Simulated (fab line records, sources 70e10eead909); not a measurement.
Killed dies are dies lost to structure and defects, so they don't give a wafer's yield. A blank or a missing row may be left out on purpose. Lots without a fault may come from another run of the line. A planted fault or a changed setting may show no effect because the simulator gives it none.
Chamber matching | flow nand_harc | NHARC_A_STAIRCASE_DESCUM_252 on rie_diel-03: 4 sister chambers
The step chemistry O2, time 3 s. 8 wafers are shown with their chamber, then 9 later ones without.

WAFERS WITH THEIR CHAMBER
wafer  | chamber | showerhead_plenum_p_Torr (Torr) | oes_product_au (a.u.)
L077.3 | 0       | 1.89                            | 0.998
L077.5 | 3       | 2.07                            | 1.002
L086.1 | 2       | 1.98                            | 0.990
L086.3 | 3       | 2.06                            | 0.976
L086.4 | 0       | 1.88                            | 0.975
L089.1 | 1       | 1.95                            | 1.002
L089.2 | 2       | 1.98                            | 0.997
L089.6 | 1       | 1.95                            | 1.008

WAFERS WITHOUT THEIR CHAMBER
wafer  | showerhead_plenum_p_Torr (Torr) | oes_product_au (a.u.)
L090.2 | 2.06                            | 0.982
L090.5 | 1.88                            | 0.989
L090.6 | 1.95                            | 1.006
L093.2 | 1.97                            | 0.996
L093.3 | 1.95                            | 1.002
L093.5 | 1.88                            | 0.985
L097.2 | 1.97                            | 0.994
L097.5 | 2.06                            | 0.991
L097.6 | 1.97                            | 0.991

WHICH CHAMBER EACH WENT THROUGH
wafer  | from the rows above | in truth
L090.2 | 3                   | 3
L090.5 | 0                   | 0
L090.6 | 1                   | 1
L093.2 | 2                   | 2
L093.3 | 1                   | 1
L093.5 | 0                   | 0
L097.2 | 2                   | 2
L097.5 | 3                   | 3
L097.6 | 2                   | 2
Placed correctly: 9 of 9. Can't be placed from these rows: 0. Placed wrongly: 0.
How it was worked out, from the rows above alone: a wafer's distance from a chamber is the root of the sum, over the readings, of the square of ((its reading less the chamber's mean) divided by the reading's scatter). The wafer belongs to the nearest chamber; if the next one is less than 2 further off, it can't be placed. A chamber's mean is the mean of its shown wafers. The scatter: the root of (the sum of the squares of (reading less its chamber's mean) over the shown wafers, divided by (wafers less chambers)).
